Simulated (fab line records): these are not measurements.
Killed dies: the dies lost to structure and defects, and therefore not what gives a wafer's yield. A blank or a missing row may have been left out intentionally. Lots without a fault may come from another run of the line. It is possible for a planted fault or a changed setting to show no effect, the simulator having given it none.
The tool behind it: which one? -- flow n5Finfet -- 72 wafers from 24 lots sampled at 4 of the route's 1938 steps

== WHAT EACH GAUGE READ, for each wafer ==
N5_BEOL_M3_CD_MEAS_35: target cd 18 nm, target cd y 21 nm.
lot,measured,on,cdNm (nm)
L074,day 7 03:01,cdSem-01,17.6 18.2 17.9
L075,day 7 15:41,cdSem-03,17.8 17.8 17.8
L076,day 7 18:12,cdSem-02,18.6 18.2 18.1
L077,day 7 18:20,cdSem-02,17.5 18.1 17.9
L078,day 8 08:08,cdSem-03,17.9 17.5 17.7
L079,day 8 11:06,cdSem-03,18.2 18.5 18.1
L080,day 8 17:13,cdSem-01,18.1 18.3 18.5
L081,day 9 05:37,cdSem-02,18.3 18.3 18.3
L082,day 9 12:48,cdSem-02,17.6 18.0 18.4
L083,day 9 13:16,cdSem-02,17.9 18.3 17.8
L084,day 10 02:48,cdSem-02,18.0 17.9 17.7
L085,day 10 05:25,cdSem-02,18.8 17.4 17.7
L086,day 10 11:49,cdSem-03,17.8 18.0 17.8
L088,day 10 19:44,cdSem-01,17.5 18.2 17.4
L089,day 10 23:05,cdSem-03,17.6 17.6 17.6
L087,day 10 23:27,cdSem-03,18.3 18.3 18.6
L090,day 11 02:20,cdSem-01,18.1 18.2 18.3
L091,day 11 05:39,cdSem-03,18.1 18.2 18.2
L093,day 11 17:06,cdSem-03,17.9 18.2 18.2
L092,day 11 21:35,cdSem-02,18.0 18.1 18.4
L094,day 12 15:34,cdSem-02,17.7 17.9 18.1
L095,day 12 21:35,cdSem-03,17.9 17.7 18.0
L096,day 13 00:05,cdSem-02,18.5 18.0 17.9
L097,day 13 05:20,cdSem-01,18.4 18.5 18.3

== TOOL THAT RAN EACH LOT (tool first, then ch and the chambers of the sampled wafers, then the start) ==
lot,N5_BEOL_M3_ETCH_63,N5_BEOL_M3_STRIP_66,N5_BEOL_M3_VIA_ETCH_34
L074,"rieDiel-01 ch 1,2, day 6 19:57","rieDiel-01 ch 1,2, day 6 20:07","rieDiel-03 ch 0,1,3, day 7 02:35"
L075,"rieDiel-03 ch 0,1,3, day 7 13:03","rieDiel-03 ch 0,1,3, day 7 13:12","rieDiel-01 ch 2,3, day 7 15:17"
L076,"rieDiel-02 ch 0,2,3, day 7 13:05","rieDiel-02 ch 0,2,3, day 7 13:14","rieDiel-02 ch 0,1,2, day 7 17:47"
L077,"rieDiel-01 ch 0,1,3, day 7 13:07","rieDiel-01 ch 0,1,3, day 7 13:17","rieDiel-01 ch 0,2,3, day 7 17:55"
L078,"rieDiel-02 ch 1,2, day 7 22:58","rieDiel-02 ch 1,2, day 7 23:07","rieDiel-02 ch 2,3, day 8 07:44"
L079,"rieDiel-02 ch 0,3, day 8 08:14","rieDiel-02 ch 0,3, day 8 08:23","rieDiel-03 ch 0,2,3, day 8 10:35"
L080,"rieDiel-03 ch 0,2, day 8 14:56","rieDiel-03 ch 0,2, day 8 15:05","rieDiel-02 ch 0,1,3, day 8 16:48"
L081,"rieDiel-02 ch 0,1,3, day 8 19:55","rieDiel-02 ch 0,1,3, day 8 20:04","rieDiel-01 ch 0,2,3, day 9 05:13"
L082,"rieDiel-03 ch 1,2,3, day 9 00:57","rieDiel-03 ch 1,2,3, day 9 01:07","rieDiel-03 ch 2,3, day 9 12:23"
L083,"rieDiel-01 ch 0,3, day 9 09:25","rieDiel-01 ch 0,3, day 9 09:34","rieDiel-03 ch 0,2, day 9 12:51"
L084,"rieDiel-01 ch 0,2,3, day 9 19:25","rieDiel-01 ch 0,2,3, day 9 19:35","rieDiel-02 ch 0,2,3, day 10 02:23"
L085,"rieDiel-01 ch 0,2,3, day 10 03:22","rieDiel-01 ch 0,2,3, day 10 03:31","rieDiel-03 ch 2,3, day 10 04:59"
L086,"rieDiel-01 ch 1,2,3, day 10 06:56","rieDiel-01 ch 1,2,3, day 10 07:05","rieDiel-03 ch 0,1, day 10 11:24"
L088,"rieDiel-01 ch 0,1,3, day 10 14:57","rieDiel-01 ch 0,1,3, day 10 15:06","rieDiel-03 ch 0,1, day 10 19:20"
L089,"rieDiel-01 ch 1,3, day 10 21:03","rieDiel-01 ch 1,3, day 10 21:13","rieDiel-03 ch 0,1,2, day 10 22:40"
L087,"rieDiel-01 ch 0,1,2, day 10 21:37","rieDiel-01 ch 0,1,2, day 10 21:46","rieDiel-03 ch 0,1,2, day 10 23:02"
L090,"rieDiel-03 ch 0,2,3, day 10 23:31","rieDiel-03 ch 0,2,3, day 10 23:40","rieDiel-02 ch 1,2, day 11 01:55"
L091,"rieDiel-02 ch 0,1,2, day 11 02:49","rieDiel-02 ch 0,1,2, day 11 02:58","rieDiel-01 ch 1,2,3, day 11 05:14"
L093,"rieDiel-02 ch 0,1,3, day 11 14:49","rieDiel-02 ch 0,1,3, day 11 14:58","rieDiel-02 ch 0,1, day 11 16:42"
L092,"rieDiel-01 ch 0,2,3, day 11 14:55","rieDiel-01 ch 0,2,3, day 11 15:05","rieDiel-02 ch 0,1, day 11 21:11"
L094,"rieDiel-01 ch 0,1,3, day 12 11:11","rieDiel-01 ch 0,1,3, day 12 11:20","rieDiel-01 ch 0,2,3, day 12 15:10"
L095,"rieDiel-03 ch 0,1, day 12 19:20","rieDiel-03 ch 0,1, day 12 19:29","rieDiel-03 ch 1,2,3, day 12 21:10"
L096,"rieDiel-02 ch 1,2,3, day 12 22:11","rieDiel-02 ch 1,2,3, day 12 22:20","rieDiel-02 ch 1,2, day 12 23:41"
L097,"rieDiel-01 ch 0,1,2, day 13 00:51","rieDiel-01 ch 0,1,2, day 13 01:00","rieDiel-02 ch 2,3, day 13 04:55"
- N5_BEOL_M3_ETCH_63: etches SiARC in CF4, target depth 15.6 nm, time 26 s.
- N5_BEOL_M3_STRIP_66: strips in CF4.
- N5_BEOL_M3_VIA_ETCH_34: etches the open film in C4F6/O2, target depth 69.4 nm, time 65.9 s.

== AS READ BY THE TOOLS THEMSELVES (means over the sampled wafers that have a number; for cases with no such wafer, the mark the record gives instead) ==
N5_BEOL_M3_ETCH_63.
lot,tool,drypumpMotorCurrentA (A),etchRfOnTimeS (s),oesProductAu (a.u.),rfVppV (V),showerheadPlenumPTorr (Torr),throttleValvePct (%)
L074,rieDiel-01,5.2,25.4,0.72,183.8,2.11,15.38
L075,rieDiel-03,6.0,25.9,0.74,183.7,2.16,15.37
L076,rieDiel-02,5.4,25.6,0.66,184.3,2.17,15.57
L077,rieDiel-01,5.7,25.9,0.72,184.6,2.20,15.56
L078,rieDiel-02,5.6,26.1,0.63,183.9,2.10,15.92
L079,rieDiel-02,5.7,26.1,0.63,185.5,2.21,15.45
L080,rieDiel-03,6.2,25.9,0.77,184.6,2.21,15.27
L081,rieDiel-02,5.6,26.1,0.61,185.5,2.18,15.74
L082,rieDiel-03,6.3,25.9,0.72,184.3,2.22,15.51
L083,rieDiel-01,5.6,26.2,0.74,185.2,2.21,15.56
L084,rieDiel-01,5.4,25.6,0.72,184.4,2.18,15.51
L085,rieDiel-01,5.4,25.6,0.72,185.0,2.17,15.51
L086,rieDiel-01,5.4,25.7,0.70,183.6,2.13,15.48
L088,rieDiel-01,5.7,25.7,0.70,185.1,2.20,15.59
L089,rieDiel-01,5.6,25.8,0.68,184.2,2.16,15.57
L087,rieDiel-01,5.4,25.6,0.69,184.3,2.16,15.55
L090,rieDiel-03,6.0,26.1,0.75,185.4,2.17,15.33
L091,rieDiel-02,5.6,25.8,0.72,183.8,2.13,15.51
L093,rieDiel-02,5.6,26.1,0.68,184.8,2.17,15.60
L092,rieDiel-01,5.4,25.7,0.71,183.8,2.17,15.54
L094,rieDiel-01,5.7,25.8,0.69,184.1,2.19,15.62
L095,rieDiel-03,6.3,26.1,0.65,184.3,2.16,15.54
L096,rieDiel-02,5.3,25.8,0.77,183.4,2.12,15.57
L097,rieDiel-01,5.5,25.7,0.67,184.0,2.15,15.57

N5_BEOL_M3_STRIP_66.
lot,tool,drypumpMotorCurrentA (A),oesProductAu (a.u.),rfVppV (V),showerheadPlenumPTorr (Torr),throttleValvePct (%)
L074,rieDiel-01,5.1,0.81,269.9,1.77,13.36
L075,rieDiel-03,6.0,0.86,271.4,1.81,13.34
L076,rieDiel-02,5.3,0.75,271.7,1.81,13.56
L077,rieDiel-01,5.7,0.83,271.3,1.85,13.51
L078,rieDiel-02,5.6,0.72,270.9,1.76,13.90
L079,rieDiel-02,5.7,0.74,272.8,1.85,13.47
L080,rieDiel-03,6.1,0.88,272.5,1.85,13.24
L081,rieDiel-02,5.6,0.71,271.9,1.82,13.75
L082,rieDiel-03,6.2,0.82,271.8,1.86,13.49
L083,rieDiel-01,5.6,0.85,273.0,1.85,13.50
L084,rieDiel-01,5.4,0.83,272.1,1.82,13.46
L085,rieDiel-01,5.4,0.83,272.4,1.82,13.48
L086,rieDiel-01,5.4,0.81,271.1,1.79,13.45
L088,rieDiel-01,5.7,0.81,271.9,1.84,13.55
L089,rieDiel-01,5.6,0.78,271.5,1.81,13.54
L087,rieDiel-01,5.4,0.79,270.7,1.81,13.50
L090,rieDiel-03,6.0,0.87,272.2,1.82,13.27
L091,rieDiel-02,5.7,0.83,270.9,1.79,13.46
L093,rieDiel-02,5.6,0.78,272.3,1.82,13.59
L092,rieDiel-01,5.4,0.81,271.1,1.82,13.48
L094,rieDiel-01,5.7,0.79,272.2,1.84,13.58
L095,rieDiel-03,6.3,0.76,271.4,1.81,13.54
L096,rieDiel-02,5.3,0.88,270.6,1.78,13.51
L097,rieDiel-01,5.5,0.77,271.1,1.81,13.55

N5_BEOL_M3_VIA_ETCH_34.
lot,tool,drypumpMotorCurrentA (A),oesProductAu (a.u.),rfVppV (V),showerheadPlenumPTorr (Torr),throttleValvePct (%)
L074,rieDiel-03,6.0,0.88,669,2.88,30.50
L075,rieDiel-01,5.1,0.87,670,2.81,30.51
L076,rieDiel-02,5.7,0.75,663,2.84,30.77
L077,rieDiel-01,5.4,0.87,670,2.89,30.70
L078,rieDiel-02,4.9,0.73,667,2.86,30.80
L079,rieDiel-03,5.9,0.91,667,2.90,30.45
L080,rieDiel-02,5.6,0.72,667,2.89,30.73
L081,rieDiel-01,5.4,0.85,671,2.89,30.71
L082,rieDiel-03,6.0,0.88,666,2.93,30.57
L083,rieDiel-03,6.1,0.88,664,2.93,30.44
L084,rieDiel-02,5.3,0.75,665,2.87,30.64
L085,rieDiel-03,6.0,0.88,665,2.93,30.59
L086,rieDiel-03,6.0,0.84,671,2.83,30.39
L088,rieDiel-03,6.0,0.84,671,2.83,30.40
L089,rieDiel-03,6.2,0.82,666,2.90,30.49
L087,rieDiel-03,6.2,0.83,667,2.90,30.52
L090,rieDiel-02,5.6,0.92,663,2.79,30.91
L091,rieDiel-01,5.3,0.81,671,2.82,30.64
L093,rieDiel-02,6.0,0.82,665,2.89,30.48
L092,rieDiel-02,6.0,0.81,666,2.89,30.48
L094,rieDiel-01,5.4,0.82,669,2.88,30.74
L095,rieDiel-03,6.3,0.79,664,2.93,30.64
L096,rieDiel-02,5.6,0.87,664,2.78,30.91
L097,rieDiel-02,5.0,0.89,666,2.85,30.73

== THE ANSWER, worked out from the rows above alone ==
Rule: the lots themselves supply what counts as usual. The widest of any qualifying gaps counts: lots, ordered by their means at a reading, are off when they make up no more than a third of the lots, leave a main group of 4 or more, and stand apart from it by 3 or more times the standard deviation of that group's means. If all means in a main group match to the digits the tables above print for the reading, that group is not used. Also off: a lot with no number at a reading for which 4 or more lots have one. All remaining lots with rows at the step are treated as sound. After the gauges, taken in route order, come the tools' own readings; for these a lot's mean is taken, as printed above. The first step at which some lot is off is used, and at that step the reading that is off furthest; a lot without a number counts as furthest.
Across all readings shown, no lot is off: no conclusion can be drawn from this.

== WHAT THE SIMULATOR HAD PUT IN ==
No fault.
